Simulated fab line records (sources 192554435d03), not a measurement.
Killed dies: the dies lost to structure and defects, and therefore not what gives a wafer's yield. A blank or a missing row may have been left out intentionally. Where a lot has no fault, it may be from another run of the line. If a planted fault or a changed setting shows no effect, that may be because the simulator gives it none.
fab line records    flow n5-finfet
record lots=7  wafers=39
route steps=1938 shown BEOL_M10@1512 BEOL_M11@1590 BEOL_M14@1751
start-h: the number of hours between the record's first day and the start of the first shown wafer of the lot    wait-h: how many hours have passed since the lot's step before this one    " the same as in the row above    L1.1+2: a single row standing in for several wafers    - either no value or no given start    * or withheld: withheld    < > ~ a bound
route shown NAME@n: a module of which the file shows steps, and the number in the route of the first    usual: mean/standard deviation of fault-free wafers    same: alike in all rows    chamber/n: place in a boat    sites: per-site readings    _std_site: standard deviation across them    _edge_site: inner sites' mean taken away from outer sites' mean    radius-mm: for every site, how far away it sits from the centre of the wafer    mask NAME#n: copy n    behind: tool/chamber where the wafer was last shaped    hold: why the lot was held/for how many hours/how that ended    device: which transistor (n, p or np) failed to switch    end of line: tests run on the same wafers once the route is complete    where a step has no rows: the recipe by itself    killed: dies that structure and defects cost at the first sort, which is not the same as the wafer's yield    map: shows each die of a wafer: x if killed, . if not, _ if none is there
set.NAME: setting as actually run; set.NAME@STEP: the setting as run at that earlier step    model.NAME: the simulator's own value behind a step, which no gauge read
lots run with intentionally changed settings; tables by step, rows by wafer
## steps
# step N5_BEOL_M10_TRENCH_ETCH_37
# recipe chemistry=C4F6/O2  target-depth-a=1488.3  target=SiCOH_lowk  time-s=48  ion-energy-ev=250  pressure-mtorr=30  source-w=345  bias-w=185  Ar_flow_sccm=300  C4F6_flow_sccm=10  O2_flow_sccm=10
lot.wafer  tool         chamber  start-h  wait-h  set.target-depth-a  model.etch.depth-nm  model.BEOL_M10.feature-depth-nm  model.TiN_of_BEOL_M10_HM_DEP_02.thk-nm
L075.1     rie-diel-02  0        -        -       1488.3              155.2                155.2                            15.6
L075.2     "            2        "        "       1488.3              146.8                146.8                            16
L075.3     "            1        "        "       1488.3              148.8                148.8                            16.2
L075.4     "            3        "        "       1488.3              145.5                145.4                            15.8
L075.5     "            1        "        "       1488.3              147.3                147.2                            15.8
L075.6     "            2        "        "       1488.3              148                  148                              16.2
L076.2     rie-diel-04  3        -        -       1488.3              157.2                157.2                            15.6
L076.4     "            2        "        "       1488.3              153.1                153                              16.2
L076.5     "            1        "        "       1488.3              147                  147                              16
L085.1     rie-diel-04  0        -        -       1488.3              147.7                147.8                            16
L085.2     "            2        "        "       1488.3              150                  150                              15.8
L085.3     "            1        "        "       1488.3              146.5                146.6                            16.2
L085.4     "            0        "        "       1488.3              147                  147                              16
L085.5     "            2        "        "       1488.3              151.2                151.2                            15.8
L085.6     "            1        "        "       1488.3              145.7                145.6                            16.2
L086.1     rie-diel-02  0        -        -       1488.3              152.2                152.2                            15.6
L086.2     "            2        "        "       1488.3              142.8                142.8                            16.2
L086.3     "            3        "        "       1488.3              144                  144                              16.4
L086.4     "            1        "        "       1488.3              145.4                145.4                            16
L086.5     "            2        "        "       1488.3              142.3                142.4                            16.4
L086.6     "            1        "        "       1488.3              146.2                146.2                            15.8
L087.1     rie-diel-02  2        -        -       1488.3              143.1                143                              16.2
L087.2     "            3        "        "       728.4               71.43                71.4                             18.4
L087.3     "            1        "        "       1488.3              147.9                148                              16.2
L087.4     "            0        "        "       728.4               75.6                 75.6                             18
L087.5     "            2        "        "       1488.3              143.3                143.4                            16
L087.6     "            1        "        "       728.4               72.14                72.2                             18.2
L091.1     rie-diel-01  2        -        -       1770                178.7                178.8                            15.2
L091.2     "            0        "        "       1488.3              147.8                147.8                            16
L091.3     "            3        "        "       1770                172.5                172.4                            15.4
L091.4     "            2        "        "       1770                179.8                179.8                            15.2
L091.5     "            3        "        "       1488.3              144.9                145                              16
L091.6     "            0        "        "       1488.3              148.6                148.6                            16
L095.1     rie-diel-04  3        -        -       1488.3              159.7                159.8                            15.8
L095.2     "            0        "        "       1488.3              149.8                149.8                            15.6
L095.3     "            2        "        "       1488.3              150.2                150.2                            15.4
L095.4     "            0        "        "       1488.3              149.5                149.4                            15.6
L095.5     "            3        "        "       1488.3              158.4                158.4                            15.6
L095.6     "            2        "        "       1488.3              150.6                150.6                            15.2
# step N5_BEOL_M10_ETCH_41
# recipe chemistry=CH3F/O2  target=SiCN  target-depth-a=426  taper-deg=2  time-s=86  ion-energy-ev=120  mask-material=TiN  pressure-mtorr=30  source-w=395  bias-w=75  Ar_flow_sccm=150  CH3F_flow_sccm=30  O2_flow_sccm=20
# step N5_BEOL_M10_STRIP_77
# recipe chemistry=N2/H2  time-s=10  power-w=450  temp-c=40  pressure-mtorr=20  rf-frequency-hz=6e+07  bias-power-w=7  n2-flow-sccm=200  h2-flow-sccm=200
# step N5_BEOL_M10_OCD_MEAS_38
# usual trench-depth-nm=149/4
lot.wafer  tool    chamber  start-h  wait-h  set.target-depth-a@BEOL_M10_TRENCH_ETCH_37  trench-depth-nm
L075.1     ocd-01  -        217.31   -       1488.3                                      155
L075.2     "       -        "        "       1488.3                                      147
L075.3     "       -        "        "       1488.3                                      149
L075.4     "       -        "        "       1488.3                                      145
L075.5     "       -        "        "       1488.3                                      147
L075.6     "       -        "        "       1488.3                                      147
L076.2     ocd-01  -        225.93   -       1488.3                                      157
L076.4     "       -        "        "       1488.3                                      154
L076.5     "       -        "        "       1488.3                                      147
L085.1     ocd-01  -        284.79   -       1488.3                                      148
L085.2     "       -        "        "       1488.3                                      150
L085.3     "       -        "        "       1488.3                                      146
L085.4     "       -        "        "       1488.3                                      147
L085.5     "       -        "        "       1488.3                                      151
L085.6     "       -        "        "       1488.3                                      146
L086.1     ocd-02  -        303.61   -       1488.3                                      152
L086.2     "       -        "        "       1488.3                                      143
L086.3     "       -        "        "       1488.3                                      144
L086.4     "       -        "        "       1488.3                                      145
L086.5     "       -        "        "       1488.3                                      142
L086.6     "       -        "        "       1488.3                                      146
L087.1     ocd-01  -        314.20   -       1488.3                                      143
L087.2     "       -        "        "       728.4                                       71
L087.3     "       -        "        "       1488.3                                      148
L087.4     "       -        "        "       728.4                                       76
L087.5     "       -        "        "       1488.3                                      144
L087.6     "       -        "        "       728.4                                       72
L091.1     ocd-02  -        334.98   -       1770                                        179
L091.2     "       -        "        "       1488.3                                      148
L091.3     "       -        "        "       1770                                        173
L091.4     "       -        "        "       1770                                        180
L091.5     "       -        "        "       1488.3                                      145
L091.6     "       -        "        "       1488.3                                      148
L095.1     ocd-02  -        343.19   -       1488.3                                      160
L095.2     "       -        "        "       1488.3                                      149
L095.3     "       -        "        "       1488.3                                      150
L095.4     "       -        "        "       1488.3                                      150
L095.5     "       -        "        "       1488.3                                      158
L095.6     "       -        "        "       1488.3                                      151
# step N5_BEOL_M10_HM_STRIP_39
# recipe chemistry=peroxide-tin-strip  material=TiN  target-depth-a=250  temp-c=50  time-s=158
# step N5_BEOL_M10_SRD_40
# recipe time-s=30  temp-c=23  rinse-liquid=diw  dry=ipa-marangoni
# step N5_BEOL_M10_ECD_50
# recipe material=Cu  target-thk-a=3180
# step N5_BEOL_M10_ANNEAL_51
# recipe temp-c=225  time-s=90  ambient=N2
# step N5_BEOL_M10_CMP_52
# recipe stop-on=SiCOH_lowk  t-overpolish-s=7  down-force-psi=1  platen-rpm=50  clearing-platen-down-force-psi=1.5  clearing-platen-rpm=50  post-cmp-clean=cu-alkaline  target-thk-nm=140  clearing-platen-pad-velocity-m-s=0.99484  pad-velocity-m-s=0.99484
lot.wafer  tool    chamber  start-h  wait-h  set.target-depth-a@BEOL_M10_TRENCH_ETCH_37  model.Cu_of_BEOL_M10_ECD_50.thk-nm
L075.1     cmp-01  2        220.17   0.3     1488.3                                      148.2
L075.3     "       3        "        "       1488.3                                      141.2
L075.2     "       0        "        "       1488.3                                      138.6
L075.4     "       1        "        "       1488.3                                      136.6
L075.6     "       2        "        "       1488.3                                      140.8
L075.5     "       3        "        "       1488.3                                      138.8
L076.4     cmp-03  0        230.29   0.2     1488.3                                      142.2
L076.2     "       2        "        "       1488.3                                      147.2
L076.5     "       0        "        "       1488.3                                      136.6
L085.3     cmp-04  3        288.60   0.2     1488.3                                      135.2
L085.1+6   "       0        "        "       1488.3                                      138
L085.2     "       1        "        "       1488.3                                      140.6
L085.4     "       2        "        "       1488.3                                      136.6
L085.5     "       3        "        "       1488.3                                      140.4
L086.2     cmp-01  1        308.75   0.2     1488.3                                      132.6
L086.4     "       2        "        "       1488.3                                      136.6
L086.1     "       3        "        "       1488.3                                      142.6
L086.3     "       0        "        "       1488.3                                      132.8
L086.5     "       1        "        "       1488.3                                      130.6
L086.6     "       2        "        "       1488.3                                      137.8
L087.4     cmp-03  1        315.97   0.1     728.4                                       68
L087.3     "       2        "        "       1488.3                                      138
L087.2     "       3        "        "       728.4                                       61.4
L087.1+5   "       0,2      "        "       1488.3                                      133.8
L087.6     "       1        "        "       728.4                                       63.6
L091.4     cmp-01  3        339.02   0.1     1770                                        171.2
L091.2     "       0        "        "       1488.3                                      139.2
L091.1     "       1        "        "       1770                                        169.2
L091.3     "       2        "        "       1770                                        165.6
L091.6     "       3        "        "       1488.3                                      140.4
L091.5     "       0        "        "       1488.3                                      137
L095.2     cmp-04  2        345.85   0.2     1488.3                                      140.4
L095.3     "       3        "        "       1488.3                                      140
L095.1     "       0        "        "       1488.3                                      151.8
L095.4+6   "       1,3      "        "       1488.3                                      141.2
L095.5     "       2        "        "       1488.3                                      150.4
# step N5_BEOL_M10_THK_MEAS_53
# recipe thk-meas-gauge=xrf  reads=Cu_of_BEOL_M10_ECD_50
# usual M10_THK=140/4.5
lot.wafer  tool           chamber  start-h  wait-h  set.target-depth-a@BEOL_M10_TRENCH_ETCH_37  M10_THK[nm]
L075.1     film-metro-02  -        220.47   -       1488.3                                      149
L075.2     "              -        "        "       1488.3                                      140
L075.3     "              -        "        "       1488.3                                      143
L075.4     "              -        "        "       1488.3                                      137
L075.5     "              -        "        "       1488.3                                      140
L075.6     "              -        "        "       1488.3                                      141
L076.2     film-metro-01  -        230.55   -       1488.3                                      148
L076.4     "              -        "        "       1488.3                                      143
L076.5     "              -        "        "       1488.3                                      137
L085.1     film-metro-02  -        288.90   -       1488.3                                      137
L085.2     "              -        "        "       1488.3                                      139
L085.3     "              -        "        "       1488.3                                      134
L085.4     "              -        "        "       1488.3                                      135
L085.5     "              -        "        "       1488.3                                      139
L085.6     "              -        "        "       1488.3                                      137
L086.1     film-metro-02  -        309.05   -       1488.3                                      143
L086.2     "              -        "        "       1488.3                                      133
L086.3     "              -        "        "       1488.3                                      132
L086.4     "              -        "        "       1488.3                                      137
L086.5     "              -        "        "       1488.3                                      130
L086.6     "              -        "        "       1488.3                                      138
L087.1     film-metro-01  -        316.26   -       1488.3                                      134
L087.2     "              -        "        "       728.4                                       62
L087.3     "              -        "        "       1488.3                                      139
L087.4     "              -        "        "       728.4                                       68
L087.5     "              -        "        "       1488.3                                      134
L087.6     "              -        "        "       728.4                                       64
L091.1     film-metro-01  -        339.31   -       1770                                        171
L091.2     "              -        "        "       1488.3                                      140
L091.3     "              -        "        "       1770                                        168
L091.4     "              -        "        "       1770                                        173
L091.5     "              -        "        "       1488.3                                      138
L091.6     "              -        "        "       1488.3                                      141
L095.1     film-metro-02  -        346.15   -       1488.3                                      151
L095.2     "              -        "        "       1488.3                                      140
L095.3     "              -        "        "       1488.3                                      140
L095.4     "              -        "        "       1488.3                                      141
L095.5     "              -        "        "       1488.3                                      150
L095.6     "              -        "        "       1488.3                                      141
# step N5_BEOL_M10_PRE_CLEAN_55
# recipe gas=NH3  time-s=15  temp-c=withheld  rf-power-w=300
# step N5_BEOL_M10_DEP_56
# recipe material=SiCN  target-thk-a=150  temp-c=withheld  precursor=3MS/NH3  pressure-torr=3  rf-w=202  time-s=26.5
# step N5_BEOL_M10_RS_MEAS_57
# recipe thk-meas-gauge=four-point-probe  reads=Cu_of_BEOL_M10_ECD_50+Co_of_BEOL_M10_CVD_75+TaN_of_BEOL_M10_ALD_74
# usual M10_RS=0.151/0.005
lot.wafer  tool           chamber  start-h  wait-h  set.target-depth-a@BEOL_M10_TRENCH_ETCH_37  M10_RS[ohm/sq]
L075.1     film-metro-02  -        220.60   0.1     1488.3                                      0.142
L075.2     "              -        "        "       1488.3                                      0.153
L075.3     "              -        "        "       1488.3                                      0.149
L075.4     "              -        "        "       1488.3                                      0.155
L075.5     "              -        "        "       1488.3                                      0.152
L075.6     "              -        "        "       1488.3                                      0.150
L076.2     film-metro-01  -        230.69   0.1     1488.3                                      0.142
L076.4     "              -        "        "       1488.3                                      0.148
L076.5     "              -        "        "       1488.3                                      0.155
L085.1     film-metro-02  -        289.06   0.1     1488.3                                      0.153
L085.2     "              -        "        "       1488.3                                      0.150
L085.3     "              -        "        "       1488.3                                      0.157
L085.4     "              -        "        "       1488.3                                      0.155
L085.5     "              -        "        "       1488.3                                      0.150
L085.6     "              -        "        "       1488.3                                      0.153
L086.1     film-metro-02  -        309.18   0.1     1488.3                                      0.148
L086.2     "              -        "        "       1488.3                                      0.160
L086.3     "              -        "        "       1488.3                                      0.160
L086.4     "              -        "        "       1488.3                                      0.155
L086.5     "              -        "        "       1488.3                                      0.162
L086.6     "              -        "        "       1488.3                                      0.153
L087.1     film-metro-02  -        316.40   0.1     1488.3                                      0.159
L087.2     "              -        "        "       728.4                                       0.392
L087.3     "              -        "        "       1488.3                                      0.153
L087.4     "              -        "        "       728.4                                       0.346
L087.5     "              -        "        "       1488.3                                      0.159
L087.6     "              -        "        "       728.4                                       0.373
L091.1     film-metro-01  -        339.45   0.1     1770                                        0.122
L091.2     "              -        "        "       1488.3                                      0.152
L091.3     "              -        "        "       1770                                        0.126
L091.4     "              -        "        "       1770                                        0.121
L091.5     "              -        "        "       1488.3                                      0.154
L091.6     "              -        "        "       1488.3                                      0.150
L095.1     film-metro-01  -        346.28   0.1     1488.3                                      0.138
L095.2     "              -        "        "       1488.3                                      0.150
L095.3     "              -        "        "       1488.3                                      0.151
L095.4     "              -        "        "       1488.3                                      0.149
L095.5     "              -        "        "       1488.3                                      0.139
L095.6     "              -        "        "       1488.3                                      0.149
# step N5_BEOL_M11_ALD_74
# recipe material=TaN  target-thk-a=20  temp-c=275  ald-precursor-family=PDMAT  ald-co-reactant=NH3  pressure-torr=3  carrier-flow-sccm=1500  pulse-time-s=2  purge-time-s=3  co-reactant-purge-time-s=2  co-reactant-pulse-time-s=3  ald-cycles=40  precursor-vessel-temp-c=75  precursor-vessel-pressure-torr=26.25  precursor-vessel-carrier-sccm=1000
lot.wafer         tool          chamber      start-h  wait-h  set.ald-cycles  model.TaN_of_BEOL_M11_ALD_74.thk-nm
L075.1+2+3+4+5+6  ald-metal-02  1,2,0,3,2,3  226.90   0.2     40              2
L076.2+4+5        ald-metal-02  3,1,3        237.02   0.2     40              2
L085.1+4+6        ald-metal-02  3,2,2        295.39   0.0     27              1.4
L085.2+3+5        "             0,1,3        "        "       40              2
L086.1+3+4        ald-metal-02  0,1,3        313.63   0.0     40              2
L086.2+5+6        "             2,1,0        "        "       59              3
L087.1+2+4        ald-metal-02  2,3,1        321.60   0.3     59              3
L087.3+5+6        "             0,1,0        "        "       40              2
L091.1+2+6        ald-metal-02  3,0,2        346.36   0.0     40              2
L091.3+4+5        "             2,1,3        "        "       25              1.2
L095.1+2+3+4+5+6  ald-metal-02  2,1,0,3,1,0  350.81   0.2     40              2
# step N5_BEOL_M14_ETCH_68
# recipe chemistry=N2/H2  target=SOC  mask-material=SiARC  source-w=3000  bias-w=350  temp-c=40  time-s=450  ion-energy-ev=200  pressure-mtorr=30  n2-flow-sccm=200  h2-flow-sccm=200
lot.wafer  tool         chamber  start-h  wait-h  set.target-depth-a  model.SiARC_of_BEOL_M14_COAT_66.thk-nm
L075.1     rie-diel-04  2        245.90   0.1     9000                63.2
L075.2     "            1        "        "       7072                75.4
L075.3     "            3        "        "       7072                73.2
L075.4     "            0        "        "       9000                64.6
L075.5     "            3        "        "       9000                63.6
L075.6     "            2        "        "       7072                72.6
L076.2     rie-diel-01  3        253.29   0.1     9000                65.6
L076.4     "            0        "        "       9000                66.4
L076.5     "            2        "        "       9000                64.8
L085.1     rie-diel-04  0        313.43   0.1     4955                85.2
L085.2     "            1        "        "       9000                65.8
L085.3     "            2        "        "       9000                63.6
L085.4     "            3        "        "       4955                83.6
L085.5     "            3        "        "       4955                84
L085.6     "            2        "        "       9000                64.2
L086.1     rie-diel-02  2        327.62   0.1     9000                66.4
L086.2     "            1        "        "       4544                87.4
L086.3     "            0        "        "       4544                86.8
L086.4     "            3        "        "       9000                65
L086.5     "            2        "        "       9000                67
L086.6     "            3        "        "       4544                88
L087.1     rie-diel-02  2        338.73   0.1     7537                73.8
L087.2     "            1        "        "       7537                72.8
L087.3     "            0        "        "       7537                72.2
L087.4     "            0        "        "       9000                65.4
L087.5     "            2        "        "       9000                66.2
L087.6     "            1        "        "       9000                65.8
L091.1     rie-diel-01  1        359.09   0.1     9000                66.6
L091.2     "            3        "        "       9000                65.4
L091.3     "            2        "        "       3978                90
L091.4     "            0        "        "       3978                90.4
L091.5     "            2        "        "       9000                64.8
L091.6     "            3        "        "       3978                90.8
L095.1     rie-diel-02  0        376.29   0.1     11570               51.2
L095.2+5   "            1,2      "        "       11570               53.6
L095.3     "            2        "        "       9000                66.4
L095.4+6   "            3        "        "       9000                65.4
## key
split step=N5_BEOL_M10_TRENCH_ETCH_37  setting=target-depth-a  stated=1488.3  by=wafer
response step=N5_BEOL_M10_TRENCH_ETCH_37  reading=model.etch.depth-nm  change=+1.43  per=1%  r=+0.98
response step=N5_BEOL_M10_TRENCH_ETCH_37  reading=model.BEOL_M10.feature-depth-nm  change=+1.43  per=1%  r=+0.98
response step=N5_BEOL_M10_TRENCH_ETCH_37  reading=model.TiN_of_BEOL_M10_HM_DEP_02.thk-nm  change=-0.0403  per=1%  r=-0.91
response step=N5_BEOL_M10_OCD_MEAS_38  reading=trench-depth-nm  change=+1.43  per=1%  r=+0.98
response step=N5_BEOL_M10_CMP_52  reading=model.Cu_of_BEOL_M10_ECD_50.thk-nm  change=+1.41  per=1%  r=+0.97
response step=N5_BEOL_M10_THK_MEAS_53  reading=M10_THK  change=+1.42  per=1%  r=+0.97
response step=N5_BEOL_M10_RS_MEAS_57  reading=M10_RS  change=-0.00386  per=1%  r=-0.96
split step=N5_BEOL_M11_ALD_74  setting=ald-cycles  stated=40  by=wafer
response step=N5_BEOL_M11_ALD_74  reading=model.TaN_of_BEOL_M11_ALD_74.thk-nm  change=+0.0207  per=1%  r=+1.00
split step=N5_BEOL_M14_ETCH_68  setting=target-depth-a  stated=9000  by=wafer
response step=N5_BEOL_M14_ETCH_68  reading=model.SiARC_of_BEOL_M14_COAT_66.thk-nm  change=-0.441  per=1%  r=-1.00
